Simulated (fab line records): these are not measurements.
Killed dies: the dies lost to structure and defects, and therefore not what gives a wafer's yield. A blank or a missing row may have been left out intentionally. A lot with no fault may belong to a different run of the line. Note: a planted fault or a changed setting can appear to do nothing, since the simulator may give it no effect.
Which of the tools did it? / flow nandHarc / Sampling: 6 lots, 18 wafers, 5 of 1159 route steps

WHAT EACH GAUGE READ, for each wafer
NHARC_END_SORT_01.
lot=L662; measured=day 19 13:35; on=prober-01; killedAtPeriphery=5 2 3
lot=L670; measured=day 23 13:31; on=prober-02; killedAtPeriphery=1 3 2

EACH LOT AND THE TOOL THAT RAN IT (in order: tool; ch and the chambers of the sampled wafers; start)
lot=L658; NHARC_P_M2_DESCUM_14=rieDiel-02 ch 1,2,3, day 6 09:51; NHARC_P_M2_PVD_20=pvdSputter-01, day 6 11:19 or earlier; NHARC_P_M2_ECD_22=ecdCu-02 ch 0,1, day 6 11:19; NHARC_P_M2_ANNEAL_31=rtpAnneal-01 ch 0, day 6 11:41
lot=L659; NHARC_P_M2_DESCUM_14=rieDiel-02 ch 1,2,3, day 6 23:22; NHARC_P_M2_PVD_20=pvdSputter-02, day 7 00:45 or earlier; NHARC_P_M2_ECD_22=ecdCu-01 ch 0,1, day 7 00:45; NHARC_P_M2_ANNEAL_31=rtpAnneal-02 ch 0, day 7 01:11
lot=L662; NHARC_P_M2_DESCUM_14=rieDiel-13 ch 0,1,2, day 7 09:07; NHARC_P_M2_PVD_20=pvdSputter-02, day 7 10:43 or earlier; NHARC_P_M2_ECD_22=ecdCu-02 ch 0,1, day 7 10:43; NHARC_P_M2_ANNEAL_31=rtpAnneal-02 ch 0, day 7 11:05
lot=L667; NHARC_P_M2_DESCUM_14=rieDiel-02 ch 0,2,3, day 8 23:32; NHARC_P_M2_PVD_20=pvdSputter-01, day 9 00:54 or earlier; NHARC_P_M2_ECD_22=ecdCu-01 ch 1, day 9 00:54; NHARC_P_M2_ANNEAL_31=rtpAnneal-02 ch 0, day 9 01:35
lot=L670; NHARC_P_M2_DESCUM_14=rieDiel-02 ch 0,3, day 9 20:35; NHARC_P_M2_PVD_20=pvdSputter-02, day 9 21:58 or earlier; NHARC_P_M2_ECD_22=ecdCu-01 ch 0,1, day 9 21:58; NHARC_P_M2_ANNEAL_31=rtpAnneal-02 ch 0, day 9 22:20
lot=L675; NHARC_P_M2_DESCUM_14=rieDiel-13 ch 1,2,3, day 11 03:25; NHARC_P_M2_PVD_20=pvdSputter-02, day 11 04:48 or earlier; NHARC_P_M2_ECD_22=ecdCu-01 ch 0,1, day 11 04:48; NHARC_P_M2_ANNEAL_31=rtpAnneal-01 ch 0, day 11 05:10
- NHARC_P_M2_DESCUM_14: chemistry O2, time 3 s.
- NHARC_P_M2_PVD_20: deposits TaN, target thk 5 nm, time 8.06 s.
- NHARC_P_M2_ECD_22: material Cu, target thk 400 nm.
- NHARC_P_M2_ANNEAL_31: time 90 s.

THE ANSWER, worked out from the rows above alone
Rule: the lots themselves supply what counts as usual. Put in order of their means at a reading, lots are off if they are a third of the lots or fewer, leave a main group of 4 or more, and stand apart from it by a gap of 3 or more times the standard deviation of the main group's means; of several such gaps the widest counts. A main group is skipped when, at the precision printed for the reading in the tables above, its means are all equal. A lot without any number at a reading at which 4 lots or more have one is off too. All remaining lots with rows at the step are treated as sound.
Across all readings shown, no lot is off: no conclusion can be drawn from this.

WHAT THE SIMULATOR PUT IN
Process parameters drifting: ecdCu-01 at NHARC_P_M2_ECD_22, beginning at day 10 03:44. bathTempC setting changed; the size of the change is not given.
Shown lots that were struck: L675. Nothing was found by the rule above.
